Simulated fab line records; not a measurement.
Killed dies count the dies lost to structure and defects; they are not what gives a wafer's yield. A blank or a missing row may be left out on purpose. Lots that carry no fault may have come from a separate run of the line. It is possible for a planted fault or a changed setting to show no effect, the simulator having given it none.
fab line records    flow n5Finfet
record lots=10  wafers=30  lastDay=17
route steps=1938 shown BEOL_M4@1086 PASSIVATION@1936
lots with no fault: from the same line, run without faults
startH: hours from the record's first day to the start of the lot's first wafer shown    waitH: hours from the lot's prior step to this one    " same as the row above    L1.1+2: a single row standing in for several wafers    - either no value or no given start    * or withheld: withheld    < > ~ a bound
route shown NAME@n: NAME is a module with steps in the file, n the number in the route of the first one    usual: mean/standard deviation of fault-free wafers    same: alike in all rows    chamber/n: place in a boat    sites: per-site readings    _std_site: how widely they spread, as a standard deviation    _edge_site: inner sites' mean taken away from outer sites' mean    radiusMm: how far each site lies from the wafer's centre    mask NAME#n: copy n    behind: the tool/chamber that last shaped the wafer    hold: why the lot was held/for how many hours/how that ended    device: names the non-switching transistor (n, p or np)    end of line: at the end of the route, the tests of the same wafers    a step given without rows: its recipe and nothing more    killed: count of dies lost to structure and defects at first sort (not the wafer's yield)    map: dies across one wafer; x = killed, . = not, _ = none there
set.NAME: the run value of the setting; set.NAME@STEP: its run value at that earlier step    model.NAME: the simulator's own value behind a step, which no gauge read
route steps across a sampled set of lots; one table per step, one row per wafer
services: a tool's chamber out of use, with start hour (startH, from the record's first day; less than 0 if before it), hours out, and reason
## steps
# step N5_BEOL_M4_SPUTTER_79
# recipe material=Cu  targetThkA=45  tempC=-20  chamberPressurePa=0.07  powerW=withheld  timeS=8.29
# usual chamberPressurePa=0.07/0.00014  chuckGasFlowSccm=1.26/0.053  throttleValvePct=30.3/1.1
lot.wafer  tool           chamber  startH  waitH  chamberPressurePa  chuckGasFlowSccm  throttleValvePct
L688.1     pvdSputter-01  -        200.40  0.1    0.07004            1.17              30.2
L688.3     "              -        "       "      0.06987            1.25              31.6
L688.4     "              -        "       "      0.06981            1.32              33.0
L689.3     pvdSputter-03  -        201.00  0.1    0.07036            1.16              29.1
L689.4     "              -        "       "      0.07008            1.16              30.4
L689.5     "              -        "       "      0.06996            1.24              31.3
L687.1     pvdSputter-02  -        202.22  0.1    0.07008            1.30              30.5
L687.5     "              -        "       "      0.06988            1.22              30.8
L687.6     "              -        "       "      0.06981            1.19              30.6
L691.3     pvdSputter-01  -        202.54  0.1    0.0697             1.27              32.9
L691.4     "              -        "       "      0.0702             1.23              31.6
L691.6     "              -        "       "      0.0699             1.21              30.2
L698.1     pvdSputter-03  -        253.52  0.1    0.07004            1.21              29.0
L698.3     "              -        "       "      0.07006            1.25              30.6
L698.4     "              -        "       "      0.0701             1.29              28.7
L697.3     pvdSputter-01  -        258.63  0.1    0.07009            1.24              30.5
L697.5     "              -        "       "      0.06994            1.21              30.5
L697.6     "              -        "       "      0.06988            1.39              30.1
L702.3     pvdSputter-03  -        272.83  0.1    0.07004            1.17              30.5
L702.4     "              -        "       "      0.07007            1.23              31.1
L702.5     "              -        "       "      0.07012            1.15              29.0
L701.4     pvdSputter-03  -        284.17  0.1    0.06981            1.25              30.7
L701.5     "              -        "       "      0.06995            1.31              28.9
L701.6     "              -        "       "      0.06999            1.29              28.8
L705.1     pvdSputter-01  -        307.32  0.1    0.07041            1.24              32.8
L705.3     "              -        "       "      0.07               1.25              31.6
L705.5     "              -        "       "      0.07               1.20              30.6
L704.1     pvdSputter-02  -        307.45  0.1    0.07026            1.32              29.6
L704.3     "              -        "       "      0.07029            1.25              30.8
L704.4     "              -        "       "      0.06986            1.35              30.5
# step N5_BEOL_M4_ANNEAL_80
# recipe tempC=400  timeS=240  ambient=vacuum
# usual heaterPowerW=872/61
lot.wafer  tool           chamber  startH  waitH  heaterPowerW
L688.1     pvdSputter-01  -        200.48  0.0    904
L688.3     "              -        "       "      818
L688.4     "              -        "       "      854
L689.3     pvdSputter-03  -        201.08  0.0    1011
L689.4     "              -        "       "      861
L689.5     "              -        "       "      819
L687.1     pvdSputter-02  -        202.30  0.0    856
L687.5     "              -        "       "      884
L687.6     "              -        "       "      902
L691.3     pvdSputter-01  -        202.62  0.0    867
L691.4     "              -        "       "      823
L691.6     "              -        "       "      803
L698.1     pvdSputter-03  -        253.60  0.0    997
L698.3     "              -        "       "      858
L698.4     "              -        "       "      820
L697.3     pvdSputter-01  -        258.71  0.0    812
L697.5     "              -        "       "      811
L697.6     "              -        "       "      903
L702.3     pvdSputter-03  -        272.91  0.0    853
L702.4     "              -        "       "      820
L702.5     "              -        "       "      999
L701.4     pvdSputter-03  -        284.25  0.0    869
L701.5     "              -        "       "      1020
L701.6     "              -        "       "      822
L705.1     pvdSputter-01  -        307.40  0.0    854
L705.3     "              -        "       "      810
L705.5     "              -        "       "      801
L704.1     pvdSputter-02  -        307.53  0.0    951
L704.3     "              -        "       "      873
L704.4     "              -        "       "      857
# step N5_BEOL_M4_SPUTTER_86
# recipe material=Cu  targetThkA=45  tempC=-20  chamberPressurePa=0.07  powerW=withheld  timeS=8.29
# usual chamberPressurePa=0.06999/0.00015  chuckGasFlowSccm=1.27/0.05  throttleValvePct=30.2/1.1
lot.wafer  tool           chamber  startH  waitH  chamberPressurePa  chuckGasFlowSccm  throttleValvePct
L688.1     pvdSputter-01  -        200.84  0.1    0.07019            1.27              30.1
L688.3     "              -        "       "      0.06999            1.16              31.4
L688.4     "              -        "       "      0.06994            1.25              32.7
L689.3     pvdSputter-03  -        201.44  0.1    0.06996            1.33              28.8
L689.4     "              -        "       "      0.07023            1.33              30.4
L689.5     "              -        "       "      0.06994            1.22              31.3
L687.1     pvdSputter-02  -        202.66  0.1    0.07005            1.27              30.5
L687.5     "              -        "       "      0.07005            1.26              30.9
L687.6     "              -        "       "      0.06987            1.29              30.2
L691.3     pvdSputter-01  -        202.98  0.1    0.06997            1.31              32.9
L691.4     "              -        "       "      0.06992            1.28              31.3
L691.6     "              -        "       "      0.06978            1.13              30.2
L698.1     pvdSputter-03  -        253.96  0.1    0.06997            1.21              29.0
L698.3     "              -        "       "      0.0699             1.26              30.5
L698.4     "              -        "       "      0.07023            1.21              28.6
L697.3     pvdSputter-01  -        259.07  0.1    0.0699             1.23              29.9
L697.5     "              -        "       "      0.07006            1.37              30.3
L697.6     "              -        "       "      0.07015            1.23              30.0
L702.3     pvdSputter-03  -        273.27  0.1    0.07024            1.33              30.6
L702.4     "              -        "       "      0.06983            1.19              30.8
L702.5     "              -        "       "      0.07014            1.24              28.7
L701.4     pvdSputter-03  -        284.61  0.1    0.0701             1.24              30.3
L701.5     "              -        "       "      0.07012            1.15              28.7
L701.6     "              -        "       "      0.07021            1.34              28.9
L705.1     pvdSputter-01  -        307.76  0.1    0.06993            1.21              33.0
L705.3     "              -        "       "      0.06991            1.27              31.3
L705.5     "              -        "       "      0.06985            1.31              30.4
L704.1     pvdSputter-02  -        307.89  0.1    0.07               1.25              29.5
L704.3     "              -        "       "      0.06991            1.24              30.9
L704.4     "              -        "       "      0.07001            1.18              30.7
# step N5_BEOL_M4_SPUTTER_90
# recipe material=Cu  targetThkA=45  tempC=-20  chamberPressurePa=0.07  powerW=withheld  timeS=8.29
# usual chamberPressurePa=0.07/0.00013  chuckGasFlowSccm=1.26/0.055  throttleValvePct=30.2/1.1
lot.wafer  tool           chamber  startH  waitH  chamberPressurePa  chuckGasFlowSccm  throttleValvePct
L688.1     pvdSputter-01  -        201.28  0.1    0.07009            1.22              30.0
L688.3     "              -        "       "      0.06972            1.23              31.2
L688.4     "              -        "       "      0.07017            1.15              33.0
L689.3     pvdSputter-03  -        201.88  0.1    -                  -                 -
L689.4     "              -        "       "      -                  -                 -
L689.5     "              -        "       "      -                  -                 -
L687.1     pvdSputter-02  -        203.10  0.1    -                  -                 -
L687.5     "              -        "       "      -                  -                 -
L687.6     "              -        "       "      -                  -                 -
L691.3     pvdSputter-01  -        203.42  0.1    -                  -                 -
L691.4     "              -        "       "      -                  -                 -
L691.6     "              -        "       "      -                  -                 -
L698.1     pvdSputter-03  -        254.40  0.1    0.06991            1.22              28.9
L698.3     "              -        "       "      0.06982            1.29              30.6
L698.4     "              -        "       "      0.06991            1.08              28.6
L697.3     pvdSputter-01  -        259.51  0.1    0.06993            1.30              30.5
L697.5     "              -        "       "      0.06995            1.17              30.2
L697.6     "              -        "       "      0.06994            1.29              29.8
L702.3     pvdSputter-03  -        273.71  0.1    0.06988            1.24              30.7
L702.4     "              -        "       "      0.0701             1.33              30.7
L702.5     "              -        "       "      0.07011            1.32              28.7
L701.4     pvdSputter-03  -        285.05  0.1    0.07005            1.27              30.3
L701.5     "              -        "       "      0.07012            1.16              28.7
L701.6     "              -        "       "      0.07002            1.28              28.6
L705.1     pvdSputter-01  -        308.20  0.1    0.07002            1.25              32.9
L705.3     "              -        "       "      0.07008            1.26              31.2
L705.5     "              -        "       "      0.07001            1.25              30.2
L704.1     pvdSputter-02  -        308.33  0.1    0.07015            1.26              29.8
L704.3     "              -        "       "      0.06998            1.31              30.9
L704.4     "              -        "       "      0.06982            1.27              30.4
# step N5_BEOL_M4_RC_MEAS_101
# usual DIBL_N=35.9/1.9  DIBL_P=35.8/2.4  IOFF_N=0.15/0.031  IOFF_P=0.21/0.037  ION_N=672/13  ION_P=462/8.3  SS_N=71.5/0.72  SS_P=73.2/0.67  VT_N=250/3.4  VT_P=-250/3.4
lot.wafer  tool       chamber  startH  waitH  DIBL_N[mV/V]  DIBL_P[mV/V]  IOFF_N[nA/um]  IOFF_P[nA/um]  ION_N[uA/um]  ION_P[uA/um]  SS_N[mV/dec]  SS_P[mV/dec]  VT_N[mV]  VT_P[mV]
L688.1     prober-01  0        203.11  0.0    35.0          36.6          0.16           0.20           679           461           71.9          73.5          250       -252
L688.3     "          0        "       "      32.6          33.3          0.12           0.16           660           455           71.3          72.5          253       -255
L688.4     "          0        "       "      31.7          31.5          0.10           0.14           651           448           71.0          72.5          256       -254
L689.3     prober-02  0        204.25  0.6    35.1          36.0          0.15           0.20           675           460           71.0          73.3          249       -250
L689.4     "          0        "       "      37.4          37.4          0.18           0.23           683           466           71.9          74.1          248       -251
L689.5     "          0        "       "      38.2          37.8          0.18           0.24           668           467           73.1          73.8          248       -249
L687.1     prober-01  0        204.98  0.0    37.3          37.0          0.16           0.24           672           469           71.5          73.0          253       -246
L687.5     "          0        "       "      36.3          33.6          0.15           0.19           658           450           72.1          73.0          252       -252
L687.6     "          0        "       "      36.6          35.0          0.14           0.21           661           461           72.0          73.7          251       -251
L691.3     prober-02  0        205.56  0.3    36.2          38.6          0.18           0.23           695           470           72.5          73.3          245       -250
L691.4     "          0        "       "      39.5          41.0          0.23           0.26           689           451           73.2          75.1          245       -253
L691.6     "          0        "       "      36.9          38.6          0.18           0.21           679           456           72.7          74.0          248       -254
L698.1     prober-01  0        256.16  0.0    38.7          40.9          0.24           0.30           691           472           72.6          73.3          244       -245
L698.3     "          0        "       "      38.1          38.9          0.21           0.25           670           463           72.7          72.8          247       -244
L698.4     "          0        "       "      36.4          37.9          0.17           0.22           684           469           71.6          74.0          251       -247
L697.3     prober-01  0        261.58  0.3    34.7          34.6          0.13           0.18           674           464           70.5          73.1          248       -256
L697.5     "          0        "       "      36.6          36.6          0.15           0.20           669           457           71.8          72.7          251       -250
L697.6     "          0        "       "      36.2          35.9          0.14           0.19           683           465           71.5          72.9          253       -252
L702.3     prober-01  0        276.05  0.3    36.3          34.0          0.16           0.20           682           465           71.4          73.8          250       -250
L702.4     "          0        "       "      33.1          30.0          0.10           0.14           656           453           71.2          72.4          254       -253
L702.5     "          0        "       "      34.3          32.4          0.12           0.17           669           461           70.8          72.6          252       -255
L701.4     prober-01  0        287.27  0.5    35.1          33.9          0.13           0.17           674           463           71.7          72.8          254       -256
L701.5     "          0        "       "      38.3          38.0          0.18           0.23           693           480           71.4          73.7          250       -249
L701.6     "          0        "       "      37.1          36.6          0.16           0.20           674           455           72.0          73.1          251       -253
L705.1     prober-01  0        310.02  0.0    38.1          39.6          0.19           0.26           677           462           72.5          74.5          246       -246
L705.3     "          0        "       "      37.9          38.2          0.18           0.23           696           474           72.1          74.2          249       -248
L705.5     "          0        "       "      35.8          37.0          0.15           0.20           674           464           71.2          74.0          251       -251
L704.1     prober-02  0        310.27  0.0    36.2          39.0          0.16           0.23           667           459           71.7          73.3          252       -248
L704.3     "          0        "       "      37.0          39.4          0.16           0.22           662           451           71.6          73.5          249       -250
L704.4     "          0        "       "      35.5          37.0          0.14           0.19           672           461           71.8          73.1          252       -250
# step N5_PASSIVATION_PROBE_49
# usual defectLimitedYield=91.6/1.2  killed_at_M0_to_M3=33/9.4  killed_at_M4_up=13/5.2  killedAtContacts=13/5.6  killedAtFrontEnd=37/9.5  killedAtOther=4/3.1  killedDies=99/15  killedOnRim=13/3.6  killedOpen=65/11  killedShort=32/7.5  sort_bin_5_function=4.9/0.77  sort_bin_6_memory=3.1/0.65  sortNPass=1081/15  sortYieldPct=91.6/1.2
# same grossDies=1180  killedAtBackSide=0  sort_bin_4_leakage[%]=0  sort_bin_8_speed[%]=0
lot.wafer  tool       chamber  startH  waitH  defectLimitedYield[%]  killed_at_M0_to_M3  killed_at_M4_up  killedAtContacts  killedAtFrontEnd  killedAtOther  killedDies  killedOnRim  killedOpen  killedShort  sort_bin_5_function[%]  sort_bin_6_memory[%]  sortNPass  sortYieldPct[%]
L689.3     prober-01  -        309.36  0.1    93.6                   20                  8                19                24                5              76          13           49          19           4.2                     1.8                   1104       93.6
L689.4     prober-01  -        309.41  0.2    91.7                   36                  10               23                29                0              98          13           65          29           5.1                     3.1                   1082       91.7
L689.5     prober-01  -        309.46  0.2    91.7                   26                  20               18                32                2              98          16           56          35           4.6                     3.3                   1082       91.7
L691.3     prober-01  -        321.90  0.1    92.9                   30                  16               3                 35                0              84          11           51          24           4.2                     2.4                   1096       92.9
L691.4     prober-01  -        321.95  0.2    90.4                   31                  27               7                 47                1              113         16           83          26           5.4                     4.0                   1067       90.4
L691.6     prober-01  -        322.05  0.3    91.4                   33                  22               5                 40                1              101         12           62          36           5.5                     2.8                   1079       91.4
L687.1     prober-02  -        322.28  0.0    90.4                   34                  25               14                39                1              113         12           68          37           4.8                     4.4                   1067       90.4
L687.5     prober-02  -        322.48  0.2    93.1                   33                  17               8                 23                1              82          11           53          23           4.1                     2.9                   1098       93.1
L687.6     prober-02  -        322.53  0.3    91.5                   41                  16               17                26                0              100         8            64          30           4.8                     3.3                   1080       91.5
L701.4     prober-01  -        394.06  0.2    93.7                   26                  2                13                33                0              74          12           50          21           4.1                     1.9                   1106       93.7
L701.5     prober-01  -        394.11  0.2    90.9                   48                  14               9                 34                2              107         13           74          33           5.6                     3.3                   1073       90.9
L701.6     prober-01  -        394.16  0.3    91.9                   28                  14               11                40                2              95          15           60          34           4.4                     3.3                   1085       91.9
# killed by level:class
L689.3 MOL_CONTACT_COAG:geometricParticle:open=17 BEOL_M4:interfaceVoidOpened=5 BEOL_M1:geometricParticle:open=5 GATE_CUT:geometricParticle:open=4 BEOL_M3:geometricParticle:short=4 BEOL_M3:geometricParticle:open=4 MIM_BOT:geometricParticle:open=4 STI_FIN_REVEAL:geometricParticle:open=3
L689.4 MOL_CONTACT_COAG:geometricParticle:open=20 BEOL_M1:geometricParticle:open=12 BEOL_M3:geometricParticle:open=11 GATE_CUT:geometricParticle:short=6 BEOL_M0_SAQP:geometricParticle:open=5 STARTING-WAFER:geometricParticle:short=5 STI_FIN_REVEAL:geometricParticle:open=4 BEOL_M4:interfaceVoidOpened=4
L689.5 MOL_CONTACT_COAG:geometricParticle:open=12 FIN_SAQP:geometricParticle:short=8 BEOL_M4:geometricParticle:open=8 BEOL_M0_SAQP:geometricParticle:short=7 BEOL_M4:interfaceVoidOpened=7 STI_FIN_REVEAL:geometricParticle:open=6 MOL_CONTACT_COAG:geometricParticle:short=6 BEOL_M3:geometricParticle:open=6
L691.3 FIN_SAQP:geometricParticle:open=9 BEOL_M3:geometricParticle:open=8 BEOL_M2:geometricParticle:open=6 BEOL_M4:geometricParticle:open=5 BEOL_M0_SAQP:geometricParticle:short=5 BEOL_M4:interfaceVoidOpened=4 BEOL_M0:geometricParticle:open=4 BEOL_M4:geometricParticle:short=4
L691.4 STI_FIN_REVEAL:geometricParticle:open=15 BEOL_M3:geometricParticle:open=12 FIN_SAQP:geometricParticle:open=10 BEOL_M4:geometricParticle:open=9 BEOL_M5:geometricParticle:open=8 FIN_SAQP:geometricParticle:short=7 DUMMY_GATE:geometricParticle:open=6 BEOL_M0_SAQP:geometricParticle:open=6
L691.6 FIN_SAQP:geometricParticle:short=12 BEOL_M0_SAQP:geometricParticle:open=10 BEOL_M0_SAQP:geometricParticle:short=8 STI_FIN_REVEAL:geometricParticle:open=7 BEOL_M4:geometricParticle:open=7 BEOL_M2:geometricParticle:open=6 BEOL_M3:geometricParticle:open=6 FIN_SAQP:geometricParticle:open=5
L687.1 BEOL_M4:geometricParticle:open=13 MOL_CONTACT_COAG:geometricParticle:open=8 GATE_CUT:geometricParticle:short=8 BEOL_M2:geometricParticle:open=8 BEOL_M0_SAQP:geometricParticle:short=7 BEOL_M4:interfaceVoidOpened=7 BEOL_M0_SAQP:geometricParticle:open=6 FIN_SAQP:geometricParticle:open=5
L687.5 MOL_CONTACT_COAG:geometricParticle:open=7 BEOL_M0_SAQP:geometricParticle:open=7 BEOL_M3:geometricParticle:open=7 STI_FIN_REVEAL:geometricParticle:open=6 BEOL_M0_SAQP:geometricParticle:short=6 BEOL_M4:interfaceVoidOpened=5 BEOL_M1:geometricParticle:open=5 DUMMY_GATE:geometricParticle:open=4
L687.6 BEOL_M3:geometricParticle:open=15 MOL_CONTACT_COAG:geometricParticle:open=12 BEOL_M0_SAQP:geometricParticle:open=8 BEOL_M2:geometricParticle:open=8 STI_FIN_REVEAL:geometricParticle:open=6 SPACER0:geometricParticle:short=6 BEOL_M4:interfaceVoidOpened=5 MOL_CONTACT_COAG:geometricParticle:short=4
L701.4 MOL_CONTACT_COAG:geometricParticle:open=13 DUMMY_GATE:geometricParticle:open=8 BEOL_M2:geometricParticle:open=8 BEOL_M0_SAQP:geometricParticle:short=6 STARTING-WAFER:geometricParticle:open=5 FIN_SAQP:geometricParticle:short=4 FIN_SAQP:geometricParticle:open=4 BEOL_M1:geometricParticle:open=4
L701.5 BEOL_M1:geometricParticle:open=15 FIN_SAQP:geometricParticle:open=11 BEOL_M0_SAQP:geometricParticle:open=10 MOL_CONTACT_COAG:geometricParticle:open=9 BEOL_M0_SAQP:geometricParticle:short=8 BEOL_M1:geometricParticle:short=7 FIN_SAQP:geometricParticle:short=6 DUMMY_GATE:geometricParticle:open=5
L701.6 FIN_SAQP:geometricParticle:open=15 BEOL_M0_SAQP:geometricParticle:short=11 MOL_CONTACT_COAG:geometricParticle:open=7 DUMMY_GATE:geometricParticle:open=6 STI_FIN_REVEAL:geometricParticle:open=6 BEOL_M0_SAQP:geometricParticle:open=6 BEOL_M4:geometricParticle:short=5 MOL_CONTACT_COAG:geometricParticle:short=4
## services
tool           chamber  startH  hours  kind
pvdSputter-02  -        238.19  1.5    repair
pvdSputter-02  -        285.64  5.0    repair
## key
firstSign step=N5_BEOL_M4_SPUTTER_90  reading=toolRecord  direction=missing
effect none on later readings
metAt N5_BEOL_M4_SPUTTER_90
struckLots L687,L689,L691
notActingAt N5_BEOL_M4_SPUTTER_79,N5_BEOL_M4_ANNEAL_80,N5_BEOL_M4_SPUTTER_86
onsetBetween 201.28 201.88
fault kind=skippedStepWhole  tool=pvdSputter-01,pvdSputter-02,pvdSputter-03  chamber=-  onsetH=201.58  steps=N5_BEOL_M4_SPUTTER_90  scope=struckLotsOnly
